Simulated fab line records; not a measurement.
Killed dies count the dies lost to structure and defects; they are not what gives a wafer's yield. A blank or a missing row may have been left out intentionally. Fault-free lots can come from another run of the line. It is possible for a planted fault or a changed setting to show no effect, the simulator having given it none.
Which tool is to blame? | flow n5 finfet | Sampling: 20 lots, 60 wafers, 3 of 1938 route steps

WHAT EACH GAUGE READ, for each wafer
N5_BEOL_M6_INSPECT_13: inspects for defects (brightfield). Usual: raw defect count reads 383 (standard deviation 72).
lot  | measured     | on                | raw defect count | flag
L074 | day 8 10:01  | defect inspect-01 | 443 374 377      |
L075 | day 9 01:10  | defect inspect-02 | 424 342 369      |
L077 | day 9 01:34  | defect inspect-02 | 399 410 350      |
L076 | day 9 16:57  | defect inspect-02 | 318 332 309      |
L078 | day 11 09:52 | defect inspect-02 | 391 298 360      |
L079 | day 9 23:08  | defect inspect-01 | 384 343 431      |
L081 | day 10 01:25 | defect inspect-02 | 535 300 491      |
L080 | day 10 01:35 | defect inspect-01 | 330 344 329      |
L082 | day 11 06:18 | defect inspect-02 | 456 455 361      |
L086 | day 12 07:53 | defect inspect-01 | 462 368 585      |
L085 | day 12 08:23 | defect inspect-01 | 282 366 474      |
L088 | day 12 18:34 | defect inspect-02 | 318 330 345      |
L087 | day 13 02:16 | defect inspect-02 | 478 462 446      |
L091 | day 14 01:07 | defect inspect-02 | 348 321 400      |
L092 | day 14 05:23 | defect inspect-02 | 345 283 297      |
L093 | day 14 14:25 | defect inspect-02 | 404 358 395      |
L095 | day 14 13:40 | defect inspect-02 | 371 404 339      |
L097 | day 14 19:56 | defect inspect-01 | 406 437 510      |
L094 | day 14 20:56 | defect inspect-02 | 304 269 236      |
L096 | day 15 04:46 | defect inspect-02 | 407 359 374      |

WHICH TOOL RAN EACH LOT (tool, then ch and the chambers of the sampled wafers, then the start)
lot  | N5_BEOL_M5_STRIP_91                           | N5_BEOL_M5_ANNEAL_49
L074 | rie diel-03 ch 0,2, day 8 01:27 or earlier    | pvd sputter-02, day 8 01:27
L075 | rie diel-01 ch 1,2,3, day 8 18:20 or earlier  | pvd sputter-01, day 8 18:20
L077 | rie diel-02 ch 0,1, day 8 18:52 or earlier    | pvd sputter-02, day 8 18:52
L076 | rie diel-02 ch 0,2,3, day 9 06:46 or earlier  | pvd sputter-03, day 9 06:46
L078 | rie diel-02 ch 1,2,3, day 9 11:26 or earlier  | pvd sputter-02, day 9 11:26
L079 | rie diel-01 ch 0,1,3, day 9 11:53 or earlier  | pvd sputter-01, day 9 11:53
L081 | rie diel-01 ch 2,3, day 9 17:52 or earlier    | pvd sputter-01, day 9 17:52
L080 | rie diel-02 ch 1,3, day 9 18:05 or earlier    | pvd sputter-03, day 9 18:05
L082 | rie diel-03 ch 1,2,3, day 10 23:43 or earlier | pvd sputter-03, day 10 23:43
L086 | rie diel-03 ch 0,1,3, day 11 23:55 or earlier | pvd sputter-03, day 11 23:55
L085 | rie diel-03 ch 0,2,3, day 12 00:38 or earlier | pvd sputter-01, day 12 00:38
L088 | rie diel-01 ch 0,2,3, day 12 11:18 or earlier | pvd sputter-03, day 12 11:18
L087 | rie diel-03 ch 0,1, day 12 18:23 or earlier   | pvd sputter-01, day 12 18:23
L091 | rie diel-03 ch 0,1,3, day 13 17:14 or earlier | pvd sputter-01, day 13 17:14
L092 | rie diel-02 ch 0,2,3, day 13 21:31 or earlier | pvd sputter-02, day 13 21:31
L093 | rie diel-02 ch 1,2,3, day 14 04:37 or earlier | pvd sputter-01, day 14 04:37
L095 | rie diel-03 ch 1,3, day 14 04:44 or earlier   | pvd sputter-02, day 14 04:44
L097 | rie diel-01 ch 0,1, day 14 10:18 or earlier   | pvd sputter-01, day 14 10:18
L094 | rie diel-03 ch 1,2,3, day 14 14:16 or earlier | pvd sputter-03, day 14 14:16
L096 | rie diel-03 ch 0,2,3, day 14 20:22 or earlier | pvd sputter-01, day 14 20:22
- N5_BEOL_M5_STRIP_91: strips in N2/H2, time 10 s.
- N5_BEOL_M5_ANNEAL_49: time 1800 s.

WHAT THE TOOLS THEMSELVES READ (means of the sampled wafers that have a number; where no wafer has one, the mark that the record gives instead)
N5_BEOL_M5_STRIP_91. Usual: drypump motor current A is 6.0 A with standard deviation 0.37, n2 flow sccm is 200.0 sccm with standard deviation 0.59, oes product au is 0.79 a.u. with standard deviation 0.099, rf vpp V is 59.3 V with standard deviation 0.89, showerhead plenum p Torr is 2.52 Torr with standard deviation 0.072, temp c is 40.01 C with standard deviation 0.11, and throttle valve pct is 23.5 % with standard deviation 0.32.
lot  | tool        | drypump motor current A (A) | n2 flow sccm (sccm) | oes product au (a.u.) | rf vpp V (V) | showerhead plenum p Torr (Torr) | temp c (C) | throttle valve pct (%) | flag
L074 | rie diel-03 | 5.6                         | 200.2               | 0.77                  | 59.8         | 2.53                            | 39.99      | 23.4                   |
L075 | rie diel-01 | 6.0                         | 199.4               | 0.77                  | 59.9         | 2.54                            | 40.00      | 23.8                   |
L077 | rie diel-02 | 6.0                         | 199.5               | 0.79                  | 60.3         | 2.47                            | 39.98      | 23.5                   |
L076 | rie diel-02 | 6.0                         | 199.6               | 0.76                  | 59.6         | 2.47                            | 40.09      | 23.6                   |
L078 | rie diel-02 | 5.8                         | 199.8               | 0.70                  | 57.9         | 2.41                            | 39.90      | 23.8                   |
L079 | rie diel-01 | 6.1                         | 199.8               | 0.85                  | 58.9         | 2.52                            | 40.04      | 23.5                   |
L081 | rie diel-01 | 5.9                         | 200.2               | 0.71                  | 59.0         | 2.55                            | 40.04      | 23.9                   |
L080 | rie diel-02 | 5.7                         | 199.9               | 0.73                  | 59.4         | 2.41                            | 40.06      | 23.7                   |
L082 | rie diel-03 | 6.2                         | 200.5               | 0.77                  | 59.2         | 2.53                            | 39.98      | 23.5                   |
L086 | rie diel-03 | 5.9                         | 200.7               | 0.78                  | 58.7         | 2.54                            | 40.00      | 23.4                   |
L085 | rie diel-03 | 6.1                         | 199.4               | 0.72                  | 58.6         | 2.54                            | 39.98      | 23.5                   |
L088 | rie diel-01 | 6.1                         | 200.5               | 0.77                  | 59.0         | 2.56                            | 39.97      | 23.6                   |
L087 | rie diel-03 | 5.6                         | 200.1               | 0.85                  | 59.4         | 2.50                            | 40.12      | 23.2                   |
L091 | rie diel-03 | 5.8                         | 199.9               | 0.77                  | 58.7         | 2.53                            | 39.92      | 23.4                   |
L092 | rie diel-02 | 6.1                         | 200.4               | 0.83                  | 60.0         | 2.56                            | 39.94      | 23.5                   |
L093 | rie diel-02 | 5.7                         | 199.8               | 0.79                  | 59.7         | 2.50                            | 39.96      | 23.7                   |
L095 | rie diel-03 | 6.2                         | 199.7               | 0.75                  | 59.0         | 2.55                            | 40.00      | 23.6                   |
L097 | rie diel-01 | 6.1                         | 200.2               | 0.87                  | 59.0         | 2.50                            | 40.05      | 23.5                   |
L094 | rie diel-03 | 6.3                         | 199.7               | 0.83                  | 59.9         | 2.52                            | 40.10      | 23.5                   |
L096 | rie diel-03 | 6.1                         | 200.0               | 0.79                  | 58.9         | 2.53                            | 40.06      | 23.6                   |

N5_BEOL_M5_ANNEAL_49. Usual: heater power w reads 813 W (standard deviation 57).
lot  | tool           | heater power w (W) | flag
L074 | pvd sputter-02 | 885                |
L075 | pvd sputter-01 | 782                |
L077 | pvd sputter-02 | 835                |
L076 | pvd sputter-03 | 813                |
L078 | pvd sputter-02 | 872                |
L079 | pvd sputter-01 | 767                |
L081 | pvd sputter-01 | 757                |
L080 | pvd sputter-03 | 822                |
L082 | pvd sputter-03 | 817                |
L086 | pvd sputter-03 | 837                |
L085 | pvd sputter-01 | 782                |
L088 | pvd sputter-03 | 824                |
L087 | pvd sputter-01 | 784                |
L091 | pvd sputter-01 | 779                |
L092 | pvd sputter-02 | 887                |
L093 | pvd sputter-01 | 789                |
L095 | pvd sputter-02 | 831                |
L097 | pvd sputter-01 | 759                |
L094 | pvd sputter-03 | 792                |
L096 | pvd sputter-01 | 764                |

THE ANSWER, worked out from the rows above alone
Rule: take the mean of a lot's wafers that have a number; if it is more than 3 standard deviations from the usual mean, the lot is off. A lot without any number at a reading at which 4 lots or more have one is off too. All remaining lots with rows at the step are treated as sound. Order of review: gauges by route order, followed by the tools' own readings, for which a lot's mean as printed above is used. The first step at which some lot is off is used, and at that step the reading that is off furthest; a lot without a number counts as furthest.
Nothing can be told from this: no lot is off at any reading shown.

WHAT WAS PUT IN BY THE SIMULATOR
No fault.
